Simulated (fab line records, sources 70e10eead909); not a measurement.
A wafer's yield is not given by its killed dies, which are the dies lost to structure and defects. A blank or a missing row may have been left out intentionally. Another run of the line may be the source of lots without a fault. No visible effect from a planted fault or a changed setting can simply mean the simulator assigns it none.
Chamber matching / flow nand-harc / rie-diel-09 running NHARC_A_CHANNEL_HOLE_D2_ETCH_38: 4 sister chambers
The step etches the open film in CF4, target depth 39 nm, time 65 s. 4 wafers are shown with their chamber, then 8 later ones without.

## WAFERS PAIRED WITH THEIR CHAMBERS
wafer=L387.4; chamber=2; run-length-s (s)=85.8
wafer=L393.1; chamber=0; run-length-s (s)=86.6
wafer=L393.4; chamber=3; run-length-s (s)=86.1
wafer=L394.1; chamber=1; run-length-s (s)=85.6

## WAFERS WITH NO CHAMBER GIVEN
wafer=L394.2; run-length-s (s)=85.9
wafer=L394.5; run-length-s (s)=86.7
wafer=L407.2; run-length-s (s)=85.8
wafer=L407.4; run-length-s (s)=86.3
wafer=L407.6; run-length-s (s)=86.7
wafer=L408.4; run-length-s (s)=86.0
wafer=L408.5; run-length-s (s)=87.1
wafer=L408.6; run-length-s (s)=85.5

## THE CHAMBER EACH PASSED THROUGH
wafer=L394.2; from the rows above=can't be placed: 2 or 3 or 1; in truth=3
wafer=L394.5; from the rows above=0; in truth=0
wafer=L407.2; from the rows above=can't be placed: 2 or 1 or 3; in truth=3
wafer=L407.4; from the rows above=can't be placed: 3 or 0 or 2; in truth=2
wafer=L407.6; from the rows above=0; in truth=0
wafer=L408.4; from the rows above=can't be placed: 3 or 2 or 1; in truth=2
wafer=L408.5; from the rows above=0; in truth=0
wafer=L408.6; from the rows above=can't be placed: 1 or 2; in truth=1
Correct placement for 3 of the 8. These rows do not allow placing 5 (true chamber among the candidates in 5). Wrongly placed: 0.
How it was worked out, from the rows above alone: a wafer's distance from a chamber is the root of the sum, over the readings, of the square of ((its reading less the chamber's mean) divided by the reading's scatter). The wafer belongs to the nearest chamber; if the next one is less than 2 further off, it can't be placed. For every chamber, the mean is computed from those of its wafers that are shown. The scatter (one wafer shown for each chamber): square how far every hidden wafer sits from the nearest shown wafer, average those squares and take the square root.
